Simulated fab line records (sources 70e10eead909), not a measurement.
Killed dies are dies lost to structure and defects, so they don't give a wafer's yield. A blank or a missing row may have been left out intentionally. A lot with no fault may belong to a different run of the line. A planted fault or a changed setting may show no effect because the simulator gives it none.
Which of the tools did it? ; flow nand harc ; at 1 step of a route of 1159, 12 lots with 36 wafers sampled

## WHAT EACH GAUGE READ, for each wafer
NHARC_P_GATE_INSPECT_28.
lot;measured;on;raw defect count
L075;day 5 01:56;defect inspect-01;5 5 2
L077;day 5 11:05;defect inspect-02;6 6 9
L081;day 6 07:53;defect inspect-02;7 2 1
L080;day 6 08:32;defect inspect-02;10 9 4
L083;day 6 21:58;defect inspect-02;17 6 11
L087;day 7 22:59;defect inspect-02;9 12 6
L085;day 7 23:28;defect inspect-02;8 7 4
L090;day 8 15:26;defect inspect-02;2 8 10
L091;day 9 00:23;defect inspect-02;5 2 7
L093;day 9 07:12;defect inspect-01;2 5 8
L095;day 10 01:12;defect inspect-02;6 5 4
L097;day 10 12:20;defect inspect-01;7 8 7

## WHAT TOOL EACH LOT RAN ON (gives the tool, then ch and the chambers of the sampled wafers, and finally the start)
The record shows no process step preceding these readings.

## THE ANSWER, worked out from the rows above alone
Rule: usual is defined by the lots themselves. Put in order of their means at a reading, lots are off if they are a third of the lots or fewer, leave a main group of 4 or more, and stand apart from it by a gap of 3 or more times the standard deviation of the main group's means; of several such gaps the widest counts. If all means in a main group match to the digits the tables above print for the reading, that group is not used. Also off: a lot with no number at a reading for which 4 or more lots have one. Any other lot the step has rows for is counted as sound.
Across all readings shown, no lot is off: no conclusion can be drawn from this.

## WHAT THE SIMULATOR HAD INSERTED
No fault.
